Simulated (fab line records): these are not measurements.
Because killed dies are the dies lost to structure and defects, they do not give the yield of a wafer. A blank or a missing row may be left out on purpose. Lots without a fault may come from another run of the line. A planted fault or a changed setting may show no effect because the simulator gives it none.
Chamber matching / flow n5-finfet / cmp-03 running N5_MOL_CONTACT_COAG_CMP_52: 4 sister chambers
The step polishes, stops on SiO2, t overpolish 1.5 s, target thk 66.5 nm. 8 wafers are shown with their chamber, then 9 later ones without.

## WAFERS, EACH WITH ITS CHAMBER
wafer=L077.1; chamber=3; motor-current-A (A)=13.2; time-to-endpoint-s (s)=10.5
wafer=L077.2; chamber=2; motor-current-A (A)=13.7; time-to-endpoint-s (s)=14.3
wafer=L079.1; chamber=3; motor-current-A (A)=13.3; time-to-endpoint-s (s)=11.1
wafer=L079.4; chamber=2; motor-current-A (A)=12.4; time-to-endpoint-s (s)=14.7
wafer=L084.5; chamber=1; motor-current-A (A)=12.0; time-to-endpoint-s (s)=13.6
wafer=L085.1; chamber=1; motor-current-A (A)=11.9; time-to-endpoint-s (s)=13.0
wafer=L085.2; chamber=0; motor-current-A (A)=13.5; time-to-endpoint-s (s)=11.1
wafer=L085.5; chamber=0; motor-current-A (A)=13.1; time-to-endpoint-s (s)=12.2

## WAFERS WITH NO CHAMBER GIVEN
wafer=L086.1; motor-current-A (A)=12.0; time-to-endpoint-s (s)=15.1
wafer=L086.3; motor-current-A (A)=13.8; time-to-endpoint-s (s)=15.6
wafer=L086.4; motor-current-A (A)=12.9; time-to-endpoint-s (s)=14.1
wafer=L087.2; motor-current-A (A)=13.4; time-to-endpoint-s (s)=9.9
wafer=L087.3; motor-current-A (A)=13.5; time-to-endpoint-s (s)=12.9
wafer=L087.4; motor-current-A (A)=12.8; time-to-endpoint-s (s)=8.7
wafer=L089.2; motor-current-A (A)=12.1; time-to-endpoint-s (s)=13.1
wafer=L089.3; motor-current-A (A)=13.5; time-to-endpoint-s (s)=12.2
wafer=L089.6; motor-current-A (A)=13.4; time-to-endpoint-s (s)=11.7

## WHICH CHAMBER EACH WENT THROUGH
wafer=L086.1; from the rows above=can't be placed: 2 or 1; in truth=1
wafer=L086.3; from the rows above=2; in truth=2
wafer=L086.4; from the rows above=can't be placed: 2 or 1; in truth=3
wafer=L087.2; from the rows above=can't be placed: 3 or 0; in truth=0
wafer=L087.3; from the rows above=can't be placed: 0 or 2 or 1 or 3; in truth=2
wafer=L087.4; from the rows above=can't be placed: 3 or 0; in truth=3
wafer=L089.2; from the rows above=1; in truth=1
wafer=L089.3; from the rows above=can't be placed: 0 or 3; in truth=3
wafer=L089.6; from the rows above=can't be placed: 0 or 3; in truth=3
Placed correctly: 2 of 9. Unplaceable from these rows: 7, with the true chamber sitting among the candidates in 6. Placed wrongly: 0.
How it was worked out, from the rows above alone: a wafer's distance from a chamber is the root of the sum, over the readings, of the square of ((its reading less the chamber's mean) divided by the reading's scatter). If the next closest chamber is less than 2 further off than the closest, the wafer can't be placed; otherwise it belongs to the closest. The mean given for a chamber averages the wafers shown for that chamber. The scatter: take each reading less its chamber's mean, square it, sum over the shown wafers, divide by the number of wafers less the number of chambers, and take the root.
